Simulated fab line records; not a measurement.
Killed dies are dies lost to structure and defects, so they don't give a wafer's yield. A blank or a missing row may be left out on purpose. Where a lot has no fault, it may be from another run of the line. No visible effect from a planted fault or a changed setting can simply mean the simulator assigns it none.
Which tool is to blame? / flow n5_finfet / 6 lots with 18 wafers sampled at 4 steps, on a route of 1938 steps

== WHAT THE GAUGES SHOWED, per wafer ==
N5_PASSIVATION_OVL_MEAS_63.
lot=L452; measured=day 12 16:14; on=overlay-02; PAD_OVL (nm)=-1 5 -4
lot=L455; measured=day 13 10:10; on=overlay-01; PAD_OVL (nm)=11 14 13
lot=L457; measured=day 13 20:04; on=overlay-02; PAD_OVL (nm)=1 4 0
lot=L466; measured=day 16 04:58; on=overlay-01; PAD_OVL (nm)=9 7 1
lot=L472; measured=day 18 01:24; on=overlay-02; PAD_OVL (nm)=-5 1 -4
lot=L474; measured=day 18 00:31; on=overlay-01; PAD_OVL (nm)=5 6 6

== WHICH TOOL RAN EACH LOT (tool, then ch and the chambers of the sampled wafers, then the start) ==
lot=L452; N5_FIN_CUT_ETCH_30=rie_diel-03 ch 0,2,3, day 2 08:39; N5_PASSIVATION_DEGAS_18=pvd_sputter-01, day 12 15:34; N5_PASSIVATION_PRE_CLEAN_19=pvd_sputter-01, day 12 15:36
lot=L455; N5_FIN_CUT_ETCH_30=rie_diel-03 ch 0,1,2, day 3 05:27; N5_PASSIVATION_DEGAS_18=pvd_sputter-02, day 13 09:29; N5_PASSIVATION_PRE_CLEAN_19=pvd_sputter-02, day 13 09:32
lot=L457; N5_FIN_CUT_ETCH_30=rie_diel-02 ch 0,3, day 3 14:19; N5_PASSIVATION_DEGAS_18=pvd_sputter-03, day 13 19:15; N5_PASSIVATION_PRE_CLEAN_19=pvd_sputter-03, day 13 19:17
lot=L466; N5_FIN_CUT_ETCH_30=rie_diel-03 ch 1,2,3, day 5 20:47; N5_PASSIVATION_DEGAS_18=pvd_sputter-03, day 16 04:17; N5_PASSIVATION_PRE_CLEAN_19=pvd_sputter-03, day 16 04:20
lot=L472; N5_FIN_CUT_ETCH_30=rie_diel-02 ch 0,2,3, day 7 09:48; N5_PASSIVATION_DEGAS_18=pvd_sputter-02, day 18 00:43; N5_PASSIVATION_PRE_CLEAN_19=pvd_sputter-02, day 18 00:46
lot=L474; N5_FIN_CUT_ETCH_30=rie_diel-02 ch 0,2,3, day 7 20:55; N5_PASSIVATION_DEGAS_18=pvd_sputter-03, day 17 23:43; N5_PASSIVATION_PRE_CLEAN_19=pvd_sputter-03, day 17 23:45
- N5_FIN_CUT_ETCH_30: etches underlayer in N2/H2, target depth 13 nm, time 10.4 s.
- N5_PASSIVATION_DEGAS_18: time 60 s.
- N5_PASSIVATION_PRE_CLEAN_19

== THE ANSWER, worked out from the rows above alone ==
Rule: what is usual is taken from the lots themselves. Put in order of their means at a reading, lots are off if they are a third of the lots or fewer, leave a main group of 4 or more, and stand apart from it by a gap of 3 or more times the standard deviation of the main group's means; of several such gaps the widest counts. If all means in a main group match to the digits the tables above print for the reading, that group is not used. Also off: a lot with no number at a reading for which 4 or more lots have one. Where the step has rows for the other lots, those lots are counted as sound.
Nothing can be told from this: no lot is off at any reading shown.

== WHAT WAS PUT IN BY THE SIMULATOR ==
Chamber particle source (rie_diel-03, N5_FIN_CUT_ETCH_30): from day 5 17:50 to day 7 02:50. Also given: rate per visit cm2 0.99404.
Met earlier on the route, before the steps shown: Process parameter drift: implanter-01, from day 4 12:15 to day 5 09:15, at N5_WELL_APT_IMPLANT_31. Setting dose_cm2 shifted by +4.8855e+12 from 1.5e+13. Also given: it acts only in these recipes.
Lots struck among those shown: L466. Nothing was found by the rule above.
